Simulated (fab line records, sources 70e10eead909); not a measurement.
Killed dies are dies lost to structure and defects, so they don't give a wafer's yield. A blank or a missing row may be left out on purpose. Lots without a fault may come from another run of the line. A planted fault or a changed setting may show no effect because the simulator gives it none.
Chamber matching | flow nand_harc | NHARC_A_STAIRCASE_STRIP_476 on rie_diel-08: 4 sister chambers
The step strips in O2, time 20 s. 16 wafers are shown with their chamber, then 8 later ones without.

WAFERS WITH THEIR CHAMBER
wafer  | chamber | showerhead_plenum_p_Torr (Torr) | rf_vpp_V (V) | oes_product_au (a.u.)
L074.2 | 1       | 3.30                            | 57.3         | 0.987
L074.3 | 3       | 3.35                            | 57.8         | 1.002
L074.6 | 0       | 3.78                            | 57.4         | 1.004
L082.1 | 0       | 3.76                            | 57.6         | 0.993
L082.3 | 1       | 3.29                            | 56.9         | 1.005
L082.5 | 2       | 3.51                            | 55.4         | 0.989
L089.1 | 3       | 3.32                            | 56.6         | 1.004
L089.5 | 3       | 3.32                            | 58.8         | 1.001
L089.6 | 0       | 3.74                            | 58.2         | 0.994
L092.1 | 2       | 3.50                            | 56.7         | 0.994
L092.3 | 0       | 3.74                            | 57.8         | 1.012
L092.5 | 3       | 3.32                            | 57.5         | 0.999
L095.1 | 3       | 3.31                            | 58.6         | 1.006
L095.3 | 2       | 3.49                            | 57.3         | 1.006
L095.4 | 1       | 3.80                            | 58.5         | 1.001
L096.2 | 3       | 3.31                            | 56.7         | 0.992

SIGNATURES (means of the wafers above)
reading                  | chamber 0 | chamber 1 | chamber 2 | chamber 3 | scatter within a chamber
showerhead_plenum_p_Torr | 3.7550    | 3.4633    | 3.5000    | 3.3217    | 0.12
rf_vpp_V                 | 57.750    | 57.567    | 56.467    | 57.667    | 0.811
oes_product_au           | 1.00075   | 0.99767   | 0.99633   | 1.00067   | 0.0076
Rule: a wafer's distance from a chamber is the root of the sum, over the readings, of the square of ((its reading less the chamber's mean) divided by the reading's scatter). The wafer belongs to the nearest chamber; if the next one is less than 2 further off, it can't be placed. The scatter: the root of (the sum of the squares of (reading less its chamber's mean) over the shown wafers, divided by (wafers less chambers)).

WAFERS WITHOUT THEIR CHAMBER
wafer  | showerhead_plenum_p_Torr (Torr) | rf_vpp_V (V) | oes_product_au (a.u.)
L096.4 | 3.49                            | 57.6         | 0.998
L096.6 | 3.49                            | 56.5         | 0.985
L097.1 | 3.49                            | 57.5         | 0.987
L097.3 | 3.80                            | 58.6         | 0.993
L097.4 | 3.73                            | 58.7         | 1.015
L097.2 | 3.31                            | 56.3         | 0.990
L097.5 | 3.49                            | 58.6         | 0.984
L097.6 | 3.80                            | 56.8         | 0.992

WHICH CHAMBER EACH WENT THROUGH
wafer  | from the rows above               | in truth
L096.4 | can't be placed: 1 or 2 or 3      | 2
L096.6 | can't be placed: 2 or 1 or 3 or 0 | 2
L097.1 | can't be placed: 1 or 2 or 3 or 0 | 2
L097.3 | can't be placed: 0 or 1           | 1
L097.4 | can't be placed: 0 or 1 or 3 or 2 | 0
L097.2 | can't be placed: 2 or 3 or 1      | 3
L097.5 | can't be placed: 1 or 3 or 2 or 0 | 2
L097.6 | can't be placed: 0 or 2 or 1      | 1
Placed correctly: 0 of 8. Can't be placed from these rows: 8 (the true chamber is among the candidates in 8). Placed wrongly: 0.
